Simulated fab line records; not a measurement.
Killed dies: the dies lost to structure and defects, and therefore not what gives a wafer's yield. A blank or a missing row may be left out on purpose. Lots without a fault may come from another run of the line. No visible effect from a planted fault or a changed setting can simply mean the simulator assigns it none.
Chamber matching + flow n5_finfet + N5_FIN_CUT_CUT_ETCH_27 on rie_diel-06: 4 sister chambers
The step etches SiO2 in CHF3/O2, target depth 4 nm, overetch 2 nm, time 4.9 s. 16 wafers are shown with their chamber, then 8 later ones without.

## WAFERS WITH THEIR CHAMBER
| wafer  | chamber | showerhead_plenum_p_Torr (Torr) | rf_vpp_V (V) | drypump_motor_current_A (A) |
|--------|---------|---------------------------------|--------------|-----------------------------|
| L077.3 | 3       | 2.48                            | 532          | 6.2                         |
| L077.4 | 0       | 2.34                            | 521          | 5.2                         |
| L077.6 | 0       | 2.34                            | 520          | 5.2                         |
| L079.1 | 1       | 2.39                            | 564          | 5.7                         |
| L079.4 | 0       | 2.34                            | 521          | 5.2                         |
| L079.6 | 2       | 2.38                            | 515          | 6.1                         |
| L081.3 | 2       | 2.38                            | 515          | 6.0                         |
| L081.5 | 0       | 2.34                            | 521          | 5.2                         |
| L081.6 | 1       | 2.39                            | 563          | 5.7                         |
| L082.2 | 0       | 2.34                            | 520          | 5.2                         |
| L082.4 | 3       | 2.48                            | 533          | 6.2                         |
| L082.5 | 1       | 2.39                            | 563          | 5.7                         |
| L083.1 | 0       | 2.34                            | 520          | 5.2                         |
| L083.4 | 1       | 2.39                            | 564          | 5.7                         |
| L083.6 | 1       | 2.39                            | 563          | 5.7                         |
| L089.1 | 1       | 2.38                            | 563          | 5.7                         |

SIGNATURES (means of the wafers above)
| reading                  | chamber 0 | chamber 1 | chamber 2 | chamber 3 | scatter within a chamber |
|--------------------------|-----------|-----------|-----------|-----------|--------------------------|
| showerhead_plenum_p_Torr | 2.3400    | 2.3883    | 2.3800    | 2.4800    | 0.00264                  |
| rf_vpp_V                 | 520.50    | 563.33    | 515.00    | 532.50    | 0.527                    |
| drypump_motor_current_A  | 5.200     | 5.700     | 6.050     | 6.200     | 0.0204                   |
Rule: for each reading, subtract the chamber's mean from the wafer's reading, divide by that reading's scatter and square the result; add these up over the readings and take the root, which gives the wafer's distance from the chamber. The wafer belongs to the nearest chamber; if the next one is less than 2 further off, it can't be placed. How the scatter is found: for the shown wafers, subtract from each reading the mean of its chamber, square and add these, divide the total by (wafers less chambers), then take the root.

## WAFERS MISSING THEIR CHAMBER
| wafer  | showerhead_plenum_p_Torr (Torr) | rf_vpp_V (V) | drypump_motor_current_A (A) |
|--------|---------------------------------|--------------|-----------------------------|
| L089.5 | 2.34                            | 522          | 5.2                         |
| L089.6 | 2.38                            | 564          | 5.7                         |
| L095.2 | 2.38                            | 564          | 5.7                         |
| L095.5 | 2.37                            | 515          | 6.0                         |
| L095.6 | 2.47                            | 533          | 6.2                         |
| L096.3 | 2.37                            | 516          | 6.0                         |
| L096.5 | 2.37                            | 516          | 6.0                         |
| L096.6 | 2.38                            | 565          | 5.7                         |

## CHAMBER TAKEN BY EACH
| wafer  | from the rows above | in truth |
|--------|---------------------|----------|
| L089.5 | 0                   | 0        |
| L089.6 | 1                   | 1        |
| L095.2 | 1                   | 1        |
| L095.5 | 2                   | 2        |
| L095.6 | 3                   | 3        |
| L096.3 | 2                   | 2        |
| L096.5 | 2                   | 2        |
| L096.6 | 1                   | 1        |
Correct placement for 8 of the 8. Left unplaced by these rows: 0. Wrongly placed: 0.
